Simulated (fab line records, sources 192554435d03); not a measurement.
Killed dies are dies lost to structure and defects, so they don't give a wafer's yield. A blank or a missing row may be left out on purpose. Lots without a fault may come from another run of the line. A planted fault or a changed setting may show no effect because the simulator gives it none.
Chamber matching | flow n5_finfet | N5_SDB_ETCH_17 on rie_diel-01: 4 sister chambers
The step etches SiARC in CF4, target depth 23.4 nm, time 39 s. 4 wafers are shown with their chamber, then 9 later ones without.

WAFERS WITH THEIR CHAMBER
wafer  | chamber | showerhead_plenum_p_Torr (Torr)
L076.6 | 0       | 2.14
L083.2 | 3       | 2.10
L083.3 | 2       | 2.05
L083.4 | 1       | 2.22

WAFERS WITHOUT THEIR CHAMBER
wafer  | showerhead_plenum_p_Torr (Torr)
L086.3 | 2.10
L086.4 | 2.05
L086.5 | 2.22
L090.2 | 2.22
L090.4 | 2.05
L090.5 | 2.05
L094.2 | 2.14
L094.3 | 2.04
L094.4 | 2.21

WHICH CHAMBER EACH WENT THROUGH
wafer  | from the rows above | in truth
L086.3 | 3                   | 3
L086.4 | 2                   | 2
L086.5 | 1                   | 1
L090.2 | 1                   | 1
L090.4 | 2                   | 2
L090.5 | 2                   | 2
L094.2 | 0                   | 0
L094.3 | 2                   | 2
L094.4 | 1                   | 1
Placed correctly: 9 of 9. Can't be placed from these rows: 0. Placed wrongly: 0.
How it was worked out, from the rows above alone: a wafer's distance from a chamber is the root of the sum, over the readings, of the square of ((its reading less the chamber's mean) divided by the reading's scatter). The wafer belongs to the nearest chamber; if the next one is less than 2 further off, it can't be placed. A chamber's mean is the mean of its shown wafers. The scatter: with one shown wafer a chamber, the root of the mean of the squares of how far each hidden wafer lies from its nearest shown one.
